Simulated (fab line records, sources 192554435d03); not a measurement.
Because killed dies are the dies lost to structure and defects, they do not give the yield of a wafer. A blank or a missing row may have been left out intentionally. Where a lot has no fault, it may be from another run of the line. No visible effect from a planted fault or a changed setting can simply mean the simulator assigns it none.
Which tool did it? / flow n5-finfet / 7 lots, 21 wafers sampled, at 7 steps of a route of 1938

WHAT EACH GAUGE READ, for each wafer
N5_BEOL_M0_SAQP_CD_MEAS_25: the cd target is 13.1 nm.
lot=L504; measured=day 6 00:37; on=cd-sem-03; cd-nm (nm)=12.75 12.70 12.68
lot=L508; measured=day 7 01:21; on=cd-sem-02; cd-nm (nm)=13.00 13.00 12.93
lot=L511; measured=day 7 22:44; on=cd-sem-02; cd-nm (nm)=12.90 12.55 12.77
lot=L518; measured=day 9 17:55; on=cd-sem-01; cd-nm (nm)=- - -
lot=L517; measured=day 9 23:08; on=cd-sem-01; cd-nm (nm)=- - -
lot=L521; measured=day 10 07:40; on=cd-sem-03; cd-nm (nm)=12.98 12.73 12.94
lot=L523; measured=day 10 20:19; on=cd-sem-03; cd-nm (nm)=13.03 12.81 13.01

WHICH TOOL RAN EACH LOT (tool, then ch and the chambers of the sampled wafers, then the start)
lot=L504; N5_BEOL_M0_SAQP_PECVD_96=pecvd-04 ch 0,2, day 5 21:08; N5_BEOL_M0_SAQP_ETCH_84=rie-diel-03 ch 0,1,3, day 5 21:58; N5_BEOL_M0_SAQP_HM_OPEN_112=rie-diel-03 ch 0,1,3, day 5 22:05; N5_BEOL_M0_SAQP_MANDREL_ETCH_20=rie-si-02 ch 2,3, day 5 22:10; N5_BEOL_M0_SAQP_RECESS_114=vapor-etch-01 ch 0,1, day 5 22:45; N5_BEOL_M0_SAQP_SPACER1_ALD_98=ald-sin-01 ch 0,2,3, day 5 23:56
lot=L508; N5_BEOL_M0_SAQP_PECVD_96=pecvd-03 ch 0,1, day 6 23:10; N5_BEOL_M0_SAQP_ETCH_84=rie-diel-04 ch 1,3, day 6 23:52; N5_BEOL_M0_SAQP_HM_OPEN_112=rie-diel-04 ch 1,3, day 6 23:59; N5_BEOL_M0_SAQP_MANDREL_ETCH_20=rie-si-02 ch 0,1,2, day 7 00:04; N5_BEOL_M0_SAQP_RECESS_114=vapor-etch-02 ch 0,1, day 7 00:17; N5_BEOL_M0_SAQP_SPACER1_ALD_98=ald-sin-01 ch 0,2,3, day 7 00:41
lot=L511; N5_BEOL_M0_SAQP_PECVD_96=pecvd-02 ch 1,2, day 7 20:06; N5_BEOL_M0_SAQP_ETCH_84=rie-diel-06 ch 0,3, day 7 20:49; N5_BEOL_M0_SAQP_HM_OPEN_112=rie-diel-06 ch 0,3, day 7 20:55; N5_BEOL_M0_SAQP_MANDREL_ETCH_20=rie-si-06 ch 0,1,2, day 7 21:01; N5_BEOL_M0_SAQP_RECESS_114=vapor-etch-02 ch 0,1, day 7 21:19; N5_BEOL_M0_SAQP_SPACER1_ALD_98=ald-sin-04 ch 1,2,3, day 7 21:59
lot=L518; N5_BEOL_M0_SAQP_PECVD_96=pecvd-03 ch 1,2, day 9 15:36; N5_BEOL_M0_SAQP_ETCH_84=rie-diel-06 ch 0,2,3, day 9 16:26; N5_BEOL_M0_SAQP_HM_OPEN_112=rie-diel-06 ch 0,2,3, day 9 16:33; N5_BEOL_M0_SAQP_MANDREL_ETCH_20=rie-si-05 ch 0,1,3, day 9 16:38; N5_BEOL_M0_SAQP_RECESS_114=vapor-etch-01 ch 0,1, day 9 16:52; N5_BEOL_M0_SAQP_SPACER1_ALD_98=ald-sin-01 ch 0,1, day 9 17:15
lot=L517; N5_BEOL_M0_SAQP_PECVD_96=pecvd-03 ch 1,2, day 9 18:59; N5_BEOL_M0_SAQP_ETCH_84=rie-diel-03 ch 1,2,3, day 9 19:49; N5_BEOL_M0_SAQP_HM_OPEN_112=rie-diel-03 ch 1,2,3, day 9 19:55; N5_BEOL_M0_SAQP_MANDREL_ETCH_20=rie-si-05 ch 2,3, day 9 20:00; N5_BEOL_M0_SAQP_RECESS_114=vapor-etch-02 ch 0, day 9 20:22; N5_BEOL_M0_SAQP_SPACER1_ALD_98=ald-sin-01 ch 0,2, day 9 22:28
lot=L521; N5_BEOL_M0_SAQP_PECVD_96=pecvd-04 ch 0,1,2, day 10 05:05; N5_BEOL_M0_SAQP_ETCH_84=rie-diel-03 ch 0,1,3, day 10 05:56; N5_BEOL_M0_SAQP_HM_OPEN_112=rie-diel-03 ch 0,1,3, day 10 06:03; N5_BEOL_M0_SAQP_MANDREL_ETCH_20=rie-si-05 ch 0,1,3, day 10 06:08; N5_BEOL_M0_SAQP_RECESS_114=vapor-etch-02 ch 0,1, day 10 06:22; N5_BEOL_M0_SAQP_SPACER1_ALD_98=ald-sin-01 ch 0,2,3, day 10 06:45
lot=L523; N5_BEOL_M0_SAQP_PECVD_96=pecvd-02 ch 0,1,2, day 10 17:16; N5_BEOL_M0_SAQP_ETCH_84=rie-diel-04 ch 0,3, day 10 18:50; N5_BEOL_M0_SAQP_HM_OPEN_112=rie-diel-04 ch 0,3, day 10 18:56; N5_BEOL_M0_SAQP_MANDREL_ETCH_20=rie-si-06 ch 0,3, day 10 19:01; N5_BEOL_M0_SAQP_RECESS_114=vapor-etch-01 ch 0,1, day 10 19:15; N5_BEOL_M0_SAQP_SPACER1_ALD_98=ald-sin-04 ch 0,3, day 10 19:38
- N5_BEOL_M0_SAQP_PECVD_96: deposits a-Si from SiH4/He, target thk 45 nm, time 45.2 s.
- N5_BEOL_M0_SAQP_ETCH_84: etches SOC in N2/H2, target depth 100 nm, overetch 20 nm, time 150 s.
- N5_BEOL_M0_SAQP_HM_OPEN_112: chemistry CHF3/O2, target SiO2, stops on a-Si, target depth 12 nm, time 13.5 s.
- N5_BEOL_M0_SAQP_MANDREL_ETCH_20: etches a-Si in HBr/Cl2, stops on SiNx, target depth 60 nm, bt time 10 s, time 30 s.
- N5_BEOL_M0_SAQP_RECESS_114: chemistry HF/NH3, target SiO2, target depth 14.4 nm, afs cycles 3, sublimation time 60 s.
- N5_BEOL_M0_SAQP_SPACER1_ALD_98: deposits SiO2, target thk 12.8 nm, pulse time 1 s, purge time 2 s.

THE ANSWER, worked out from the rows above alone
Rule: the lots themselves supply what counts as usual. Put in order of their means at a reading, lots are off if they are a third of the lots or fewer, leave a main group of 4 or more, and stand apart from it by a gap of 3 or more times the standard deviation of the main group's means; of several such gaps the widest counts. The tables above print the reading to a certain number of digits; a main group whose means all agree to those digits is not used. Also off: a lot with no number at a reading for which 4 or more lots have one. The other lots that the step has rows for count as sound.
Off, at N5_BEOL_M0_SAQP_CD_MEAS_25 on cd-nm: L518, L517. Without a number there: L518, L517. Main group: mean 12.85 nm, sd 0.11.
If a tool, at a process step before that reading, ran all the lots that are off and no sound lot after the first of them, it fits. Those tools and the gauges at N5_BEOL_M0_SAQP_CD_MEAS_25 are tried in the same way. Can't be told from this: 2 tools fit, pecvd-03 at N5_BEOL_M0_SAQP_PECVD_96, cd-sem-01 at N5_BEOL_M0_SAQP_CD_MEAS_25.

WHAT THE SIMULATOR PUT IN
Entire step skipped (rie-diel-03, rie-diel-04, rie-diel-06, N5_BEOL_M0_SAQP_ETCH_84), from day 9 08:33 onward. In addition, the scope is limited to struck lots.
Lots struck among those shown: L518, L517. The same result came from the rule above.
